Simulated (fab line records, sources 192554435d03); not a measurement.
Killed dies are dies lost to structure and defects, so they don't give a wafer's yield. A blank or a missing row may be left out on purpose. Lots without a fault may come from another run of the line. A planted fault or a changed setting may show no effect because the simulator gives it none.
Problem report in the 8D (eight disciplines) form, filled by code | flow n5_finfet | the parts of the form that need people (team, actions taken, sign-off) are left out

1. THE PROBLEM
oes_product_au at N5_BEOL_M0_SAQP_SPACER1_ETCHBACK_99 reads a mean of 1.15 a.u. on 1 wafer of 1 lot; wafers without a fault read 0.78 a.u. with a standard deviation of 0.086. That is +4.3 standard deviations from the usual mean.
The step: etches SiO2 in CHF3/O2, target depth 15.4 nm, time 7.7 s.
First seen on wafer L578.4, day 10 14:47, on rie_diel-01. The record holds 14 wafers of 5 lots with a number at this step. Rule for "out", or "out of limits": more than 4 standard deviations from the usual mean. The other wafers with a number count as sound.

2. WHAT IT IS AND WHAT IT IS NOT
question                    | is                | is not
which readings at this step | oes_product_au    | drypump_motor_current_A, rf_vpp_V, showerhead_plenum_p_Torr, throttle_valve_pct
which lots                  | L578              | L568, L570, L580, L581
which wafers of those lots  | L578.4            | L578.5
read on which tools         | rie_diel-01       | rie_diel-02, rie_diel-06
when                        | from day 10 14:47 | up to then (7 sound wafers); but 6 sound wafers of L580, L581 came after

3. SUSPECTS, AND WHAT RULES EACH OUT
Counting: a tool at a process step up to the reading stays a suspect if it ran every lot that is out. Sound lots after the first of them don't rule it out here, since some wafers of a struck lot are sound.
- rie_diel-06 at N5_BEOL_M0_SAQP_DESCUM_19 (chemistry O2, time 7.9 s): kept. It ran the lot that is out, L578 (day 10 13:08).
- rie_diel-06 at N5_BEOL_M0_SAQP_ETCH_84 (etches SOC in N2/H2, target depth 100 nm, overetch 20 nm, time 150 s): kept. It ran the lot that is out, L578 (day 10 13:14).
- rie_diel-06 at N5_BEOL_M0_SAQP_HM_OPEN_112 (chemistry CHF3/O2, target SiO2, stops on a-Si, target depth 12 nm, time 13.5 s): kept. It ran the lot that is out, L578 (day 10 13:20).
- ald_sin-03 at N5_BEOL_M0_SAQP_SPACER1_ALD_98 (deposits SiO2, target thk 12.8 nm, pulse time 1 s, purge time 2 s): kept. It ran the lot that is out, L578 (day 10 14:19); its last sound lot up to then is L568 (day 7 22:44).
- rie_diel-01 at N5_BEOL_M0_SAQP_SPACER1_ETCHBACK_99 (etches SiO2 in CHF3/O2, target depth 15.4 nm, time 7.7 s): kept. It ran the lot that is out, L578 (day 10 14:47); its last sound lot up to then is L568 (day 7 23:17). Its own readings are out on those wafers: oes_product_au.
- Within rie_diel-06 at N5_BEOL_M0_SAQP_DESCUM_19: the wafers that are out ran in chamber 3; their sound lot-mates ran in chamber 0.
- Within rie_diel-06 at N5_BEOL_M0_SAQP_ETCH_84: the wafers that are out ran in chamber 3; their sound lot-mates ran in chamber 0.
- Within rie_diel-06 at N5_BEOL_M0_SAQP_HM_OPEN_112: the wafers that are out ran in chamber 3; their sound lot-mates ran in chamber 0.
- Within ald_sin-03 at N5_BEOL_M0_SAQP_SPACER1_ALD_98: the wafers that are out ran in chamber 1; their sound lot-mates ran in chamber 2.
- Within rie_diel-01 at N5_BEOL_M0_SAQP_SPACER1_ETCHBACK_99: the wafers that are out ran in chamber 1; their sound lot-mates ran in chamber 3.
Left after counting: rie_diel-06 at N5_BEOL_M0_SAQP_DESCUM_19, rie_diel-06 at N5_BEOL_M0_SAQP_ETCH_84, rie_diel-06 at N5_BEOL_M0_SAQP_HM_OPEN_112, ald_sin-03 at N5_BEOL_M0_SAQP_SPACER1_ALD_98, rie_diel-01 at N5_BEOL_M0_SAQP_SPACER1_ETCHBACK_99.

4. THE CAUSE (what the simulator had put in)
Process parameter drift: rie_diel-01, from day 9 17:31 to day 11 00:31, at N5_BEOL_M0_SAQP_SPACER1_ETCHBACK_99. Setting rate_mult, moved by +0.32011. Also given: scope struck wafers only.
Counting left 5 suspects, and this tool is among them.

5. THE CHAIN OF EFFECTS, in route order
Each row: a reading whose mean over the struck wafers that have a number lies more than 3 standard deviations from the usual. Only readings for which the record gives a usual standard deviation are gone through. hours: the time from each lot's start at the first step in this table that gives one to its start at this step, as a median over the lots. sigmas: the change in usual standard deviations.
hours | step                                | reading        | usual     | on struck wafers | change | sigmas
0     | N5_BEOL_M0_SAQP_SPACER1_ETCHBACK_99 | oes_product_au | 0.78 a.u. | 1.15             | +0.37  | +4.3
The process steps in it:
- N5_BEOL_M0_SAQP_SPACER1_ETCHBACK_99: etches SiO2 in CHF3/O2, target depth 15.4 nm, time 7.7 s.
Later measuring or inspecting steps at which every struck wafer that the step has a row for has a number for every such reading, and none has moved that far: N5_BEOL_M4_RC_MEAS_101.

6. WHAT WOULD HAVE CAUGHT IT SOONER
In this record the first reading out of limits was taken at day 10 14:47, 21 hours after the fault began at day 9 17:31.
